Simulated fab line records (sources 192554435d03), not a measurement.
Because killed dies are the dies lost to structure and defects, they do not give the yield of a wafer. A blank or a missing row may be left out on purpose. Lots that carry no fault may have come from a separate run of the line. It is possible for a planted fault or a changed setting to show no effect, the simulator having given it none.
Struck lot and sound lot, side by side + flow n5 finfet + 14 out of 1938 route steps
Sound: wafers L398.1, L398.2, L398.3. Wafers L401.2, L401.3, L401.4 were the ones struck. The cause is named last.
Per side, at each step with rows, come the tool, then ch with its chambers, and then its first start. Under that, the readings that differ: sound wafers + struck wafers + difference of the means + sigmas: that difference in standard deviations of wafers without a fault.
alike: readings whose means differ by less than 2 such deviations, and words and numbers that are the same on both sides. not compared: withheld readings, readings that some wafer has no value for, bounds like >300 that may hide the same value, and numbers for which the record gives no deviation and whose values overlap.
Wherever a step has rows on one side only, a row that says differs or no value, or a row with sigmas, the two part there. When numbers do not overlap yet have no deviation, they are printed without sigmas and do not part them. A reading missing from all wafers of one side parts the sides only when that side holds two or more wafers.

N5_MOL_CONTACT_COAG_CMP_28: polishes, stops on SiNx, t overpolish 0.85 s, target thk 14.522 nm.
  sound on cmp-01 ch 0,2,3, day 8 09:56; struck on cmp-01 ch 0,1,3, day 9 02:52
  alike: motor current A, pad life wafers, time to endpoint s
N5_MOL_CONTACT_COAG_THK_MEAS_29:
  sound on film metro-01, day 8 10:13; struck on film metro-02, day 9 03:09
  alike: MD_CAP_THK
N5_MOL_CONTACT_COAG_ALD_123: deposits SiNx, target thk 5 nm, pulse time 1 s, purge time 2 s.
  sound on ald sin-01 ch 0,1,3, day 8 10:16; struck on ald sin-04 ch 1,2,3, day 9 03:28
  alike: heater power w, precursor pulse height rel
then, 9 steps without rows for these wafers: N5_MOL_CONTACT_COAG_PECVD_31 (deposits SiO2 from TEOS/O2, target thk 46 nm, time 8.9 s); N5_MOL_CONTACT_COAG_COAT_75 (time 60 s, resist thk 60 nm); N5_MOL_CONTACT_COAG_COAT_76 (time 60 s, resist thk 10 nm); N5_MOL_CONTACT_COAG_COAT_77 (time 60 s, resist thk 10 nm); N5_MOL_CONTACT_COAG_COAT_78 (resist thk 40 nm); N5_MOL_CONTACT_COAG_EBR_80; N5_MOL_CONTACT_COAG_SOFTBAKE_79 (time 60 s); N5_MOL_CONTACT_COAG_EXPOSE_81 (exposes mask VG, defocus 0 nm); N5_MOL_CONTACT_COAG_PEB_82 (peb time 60 s).
N5_MOL_CONTACT_COAG_DEVELOP_83: develop time 30 s.
  struck on litho track-01, day 9 04:16; sound on litho track-01 ch 0, day 8 11:03
  no value came back on the struck wafers for chill plate temp C (C), develop time s (s); on the sound wafers chill plate temp C (C) reads 22.84 22.84 22.87
| reading                                               | sound          | struck   | difference | sigmas |
|-------------------------------------------------------|----------------|----------|------------|--------|
| model.CAR-EUV_of_MOL_CONTACT_COAG_COAT_78.thk nm (nm) | 39.2 39.4 39.4 | 40 40 40 | +1         |        |
N5_MOL_CONTACT_COAG_CD_MEAS_84 targets a cd of 25.1 nm.
  sound on cd sem-02 ch 0, day 8 11:07; struck on cd sem-02 ch 0, day 9 04:19
| reading    | sound             | struck | difference                    | sigmas |
|------------|-------------------|--------|-------------------------------|--------|
| cd nm (nm) | 24.80 24.99 25.07 | - - -  | no value on the struck wafers |        |

## WHERE THEY PART
At N5_MOL_CONTACT_COAG_DEVELOP_83 first; at N5_MOL_CONTACT_COAG_CD_MEAS_84 last (within this record only).

WHY: the cause the simulator had injected
Beginning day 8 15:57, the whole step at N5_MOL_CONTACT_COAG_DEVELOP_83 was skipped on litho track-01. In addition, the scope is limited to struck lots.
